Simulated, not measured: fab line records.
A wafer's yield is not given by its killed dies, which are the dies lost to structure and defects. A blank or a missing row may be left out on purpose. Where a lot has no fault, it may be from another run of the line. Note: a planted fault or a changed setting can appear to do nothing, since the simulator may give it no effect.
Comparing a struck lot with a sound one    flow n5 finfet    36 out of 1938 route steps
Sound: the wafers L212.1, L212.2, L212.4. Wafers L215.3, L215.5, L215.6 were the ones struck. At the end, the cause is stated.
Each step with rows lists, per side, the tool, then ch with its chambers, then its first start. Under that, the readings that differ: sound wafers    struck wafers    difference of the means    sigmas: that difference in standard deviations of wafers without a fault.
alike: same words and numbers on both sides, and readings whose means sit less than 2 such deviations apart. not compared: any withheld reading, any reading some wafer has no value for, any bound like >300 that may hide the same value, and any number with overlapping values for which the record gives no deviation.
The two part at a step that has a row with sigmas, a row that says differs or no value, or rows on one side only. Non-overlapping numbers with no deviation appear without sigmas and do not part them. A reading missing from all wafers of one side parts the sides only when that side holds two or more wafers.

first, 9 steps without rows for these wafers: N5_BEOL_M4_ANNEAL_95 (time 240 s); N5_BEOL_M4_SPUTTER_96 (material Cu, target thk 4.5 nm, time 8.29 s); N5_BEOL_M4_ECD_50 (material Cu, target thk 300 nm); N5_BEOL_M4_ANNEAL_51 (time 90 s); N5_BEOL_M4_CMP_52 (polishes, stops on SiOC, t overpolish 6.8 s, target thk 40 nm); N5_BEOL_M4_PRE_CLEAN_60 (time 15 s); N5_BEOL_M4_CO_CAP_55 (material Co, precursor CCTBA/H2, target thk 2 nm, time 102.1 s); N5_BEOL_M4_PRE_CLEAN_56 (time 15 s); N5_BEOL_M4_DEP_57 (deposits SiCN from 3MS/NH3, target thk 8 nm, time 14 s).
N5_BEOL_M4_RC_MEAS_101:
  sound on prober-01 ch 0, day 11 16:17; struck on prober-01 ch 0, day 11 23:13
reading         sound              struck             difference  sigmas
DIBL_N (mV/V)   35.1 33.0 34.9     37.4 37.8 37.1     +3.1        +2
DIBL_P (mV/V)   35.0 32.6 34.5     39.3 39.5 38.9     +5.2        +3
IOFF_P (nA/um)  0.187 0.159 0.178  0.223 0.234 0.217  +0.050      +2
  alike: IOFF_N, ION_N, ION_P, SS_N, SS_P, VT_N, VT_P
then, 24 steps without rows for these wafers: N5_BEOL_M5_ILD_DEP_00 (deposits SiCOH lowk from DEMS/porogen, target thk 140.64 nm, time 25.9 s); N5_BEOL_M5_CURE_79 (cures SiCOH lowk, time 240 s); N5_BEOL_M5_PECVD_70 (deposits SiO2 from TEOS/O2, target thk 16 nm, time 18 s); N5_BEOL_M5_HM_DEP_02 (deposits TiN, target thk 20 nm); N5_BEOL_M5_COAT_59 (time 60 s, resist thk 60 nm); N5_BEOL_M5_COAT_60 (time 60 s, resist thk 12 nm); N5_BEOL_M5_COAT_71 (time 60 s, resist thk 5 nm); N5_BEOL_M5_COAT_05 (resist thk 30 nm); N5_BEOL_M5_EBR_07; N5_BEOL_M5_SOFTBAKE_06 (time 60 s); N5_BEOL_M5_EXPOSE_08 (exposes mask M5, target cd 28 nm); N5_BEOL_M5_PEB_09 (peb time 60 s); N5_BEOL_M5_DEVELOP_10 (develop time 30 s); N5_BEOL_M5_DESCUM_16 (chemistry O2, time 7 s); N5_BEOL_M5_ETCH_72 (etches underlayer in N2/H2, target depth 6.5 nm, time 5.2 s); N5_BEOL_M5_ETCH_61 (etches SiARC in CF4, target depth 15.6 nm, time 26 s); N5_BEOL_M5_ETCH_62 (etches SOC in N2/H2, target depth 75 nm, overetch 15 nm, time 112.5 s); N5_BEOL_M5_STRIP_63 (strips in N2/H2); N5_BEOL_M5_STRIP_73 (strips in N2/H2); N5_BEOL_M5_STRIP_64 (strips in CF4); N5_BEOL_M5_HM_OPEN_17 (chemistry Cl2/BCl3, target TiN, target depth 20 nm, overetch 6 nm); N5_BEOL_M5_STRIP_19 (strips in O2); N5_BEOL_M5_COAT_65 (time 60 s, resist thk 60 nm); N5_BEOL_M5_COAT_66 (time 60 s, resist thk 12 nm).
-- a jump in the record: the struck wafers' starts before and after are 4 days apart (it breaks off in module BEOL_M5 and resumes in module MIM_BOT_ETCH, where the first step shown is number 1868 of the route) --
N5_MIM_BOT_ETCH_ETCH_00: etches TiN in Cl2/BCl3, target depth 45.5 nm.
  sound on rie metal-01 ch 0,1, day 15 19:49; struck on rie metal-01 ch 0,1, day 16 01:15
reading                   sound             struck             difference  sigmas
oes_ar_750_au (a.u.)      0.68 0.74 0.68    0.54 0.54 0.50     -0.17       -2
rf fwd power W (W)        997 999 998       756 754 751        -244        -81
model.etch.depth nm (nm)  45.5 46.96 46.08  36.83 36.75 35.54  -9.81       
  alike: drypump motor current A, oes product au, throttle valve pct
  not compared: rf hours counter h, model.MIM_BOT_ETCH.cd offset nm
N5_PASSIVATION_PROBE_49:
  rows exist in the record for the struck wafers here (prober-01, day 16 09:41), but not for the sound ones

== WHERE THEY PART ==
At N5_BEOL_M4_RC_MEAS_101 first; at N5_PASSIVATION_PROBE_49 last (within this record only).

WHY: what had been put in by the simulator
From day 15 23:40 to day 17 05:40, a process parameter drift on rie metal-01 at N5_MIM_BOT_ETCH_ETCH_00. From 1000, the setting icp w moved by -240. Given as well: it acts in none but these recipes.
